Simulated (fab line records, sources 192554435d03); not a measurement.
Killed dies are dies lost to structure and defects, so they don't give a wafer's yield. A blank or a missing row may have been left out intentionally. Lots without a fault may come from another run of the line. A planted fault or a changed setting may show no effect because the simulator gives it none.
Chamber matching / flow n5-finfet / 4 sister chambers for N5_FIN_SAQP_HM_OPEN_33 on rie-diel-04
The step chemistry CH3F/O2, target SiNx, target depth 49.4 nm, time 70.6 s. 8 wafers are shown with their chamber, then 9 later ones without.

WAFERS WITH THEIR CHAMBER
wafer=L075.2; chamber=2; showerhead-plenum-p-Torr (Torr)=2.07; drypump-motor-current-A (A)=5.42
wafer=L075.4; chamber=1; showerhead-plenum-p-Torr (Torr)=1.95; drypump-motor-current-A (A)=5.88
wafer=L079.4; chamber=1; showerhead-plenum-p-Torr (Torr)=1.95; drypump-motor-current-A (A)=5.87
wafer=L083.2; chamber=2; showerhead-plenum-p-Torr (Torr)=2.06; drypump-motor-current-A (A)=5.42
wafer=L083.6; chamber=3; showerhead-plenum-p-Torr (Torr)=2.07; drypump-motor-current-A (A)=5.23
wafer=L084.1; chamber=0; showerhead-plenum-p-Torr (Torr)=1.96; drypump-motor-current-A (A)=5.87
wafer=L084.4; chamber=3; showerhead-plenum-p-Torr (Torr)=2.07; drypump-motor-current-A (A)=5.23
wafer=L084.5; chamber=0; showerhead-plenum-p-Torr (Torr)=1.97; drypump-motor-current-A (A)=5.90

WAFERS MISSING THEIR CHAMBER
wafer=L092.1; showerhead-plenum-p-Torr (Torr)=2.06; drypump-motor-current-A (A)=5.41
wafer=L092.2; showerhead-plenum-p-Torr (Torr)=1.94; drypump-motor-current-A (A)=5.91
wafer=L092.3; showerhead-plenum-p-Torr (Torr)=2.06; drypump-motor-current-A (A)=5.24
wafer=L092.4; showerhead-plenum-p-Torr (Torr)=2.06; drypump-motor-current-A (A)=5.42
wafer=L092.5; showerhead-plenum-p-Torr (Torr)=2.06; drypump-motor-current-A (A)=5.24
wafer=L092.6; showerhead-plenum-p-Torr (Torr)=1.94; drypump-motor-current-A (A)=5.91
wafer=L094.2; showerhead-plenum-p-Torr (Torr)=2.06; drypump-motor-current-A (A)=5.24
wafer=L094.3; showerhead-plenum-p-Torr (Torr)=1.94; drypump-motor-current-A (A)=5.84
wafer=L094.4; showerhead-plenum-p-Torr (Torr)=2.06; drypump-motor-current-A (A)=5.43

EACH ONE'S CHAMBER
wafer=L092.1; from the rows above=2; in truth=2
wafer=L092.2; from the rows above=can't be placed: 1 or 0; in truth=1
wafer=L092.3; from the rows above=3; in truth=3
wafer=L092.4; from the rows above=2; in truth=2
wafer=L092.5; from the rows above=3; in truth=3
wafer=L092.6; from the rows above=can't be placed: 1 or 0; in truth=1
wafer=L094.2; from the rows above=3; in truth=3
wafer=L094.3; from the rows above=1; in truth=1
wafer=L094.4; from the rows above=2; in truth=2
Placed correctly: 7 of 9. These rows do not allow placing 2 (true chamber among the candidates in 2). Number placed wrongly: 0.
How it was worked out, from the rows above alone: a wafer's distance from a chamber is the root of the sum, over the readings, of the square of ((its reading less the chamber's mean) divided by the reading's scatter). If the next closest chamber is less than 2 further off than the closest, the wafer can't be placed; otherwise it belongs to the closest. A chamber's mean is the mean of its shown wafers. The scatter is the square root of a quotient: the sum, over the shown wafers, of each reading's squared deviation from its chamber's mean, divided by wafers minus chambers.
